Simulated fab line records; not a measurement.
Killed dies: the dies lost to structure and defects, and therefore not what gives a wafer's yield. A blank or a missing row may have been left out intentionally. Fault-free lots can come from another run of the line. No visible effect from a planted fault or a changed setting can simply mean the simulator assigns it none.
Matching of chambers -- flow n5-finfet -- N5_BEOL_M8_CURE_75 on uv-cure-01 has 3 sister chambers
The step cures SiCOH lowk, time 120 s. 3 wafers are shown with their chamber, then 12 later ones without.

== WAFERS PAIRED WITH THEIR CHAMBERS ==
wafer,chamber,wafer_temp_C_max
L084.6,2,371.5
L085.6,1,371.1
L090.6,0,372.4

== WAFERS WHOSE CHAMBER IS MISSING ==
wafer,wafer_temp_C_max
L087.1,371.5
L087.4,371.6
L087.5,372.1
L088.1,372.6
L088.3,373.6
L088.6,373.4
L089.1,371.9
L089.3,372.5
L089.5,372.9
L097.4,371.6
L097.5,371.5
L097.6,371.4

== EACH ONE'S CHAMBER ==
wafer,from the rows above,in truth
L087.1,can't be placed: 2 or 1 or 0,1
L087.4,can't be placed: 2 or 1 or 0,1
L087.5,can't be placed: 0 or 2 or 1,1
L088.1,can't be placed: 0 or 2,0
L088.3,can't be placed: 0 or 2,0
L088.6,can't be placed: 0 or 2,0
L089.1,can't be placed: 2 or 0 or 1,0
L089.3,can't be placed: 0 or 2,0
L089.5,can't be placed: 0 or 2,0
L097.4,can't be placed: 2 or 1 or 0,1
L097.5,can't be placed: 2 or 1 or 0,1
L097.6,can't be placed: 2 or 1 or 0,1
0 of 12 placed correctly. Not placeable from these rows: 12 (in 12, the candidates include the true chamber). Number placed wrongly: 0.
How it was worked out, from the rows above alone: a wafer's distance from a chamber is the root of the sum, over the readings, of the square of ((its reading less the chamber's mean) divided by the reading's scatter). If the next closest chamber is less than 2 further off than the closest, the wafer can't be placed; otherwise it belongs to the closest. For every chamber, the mean is computed from those of its wafers that are shown. The scatter (one wafer shown for each chamber): square how far every hidden wafer sits from the nearest shown wafer, average those squares and take the square root.
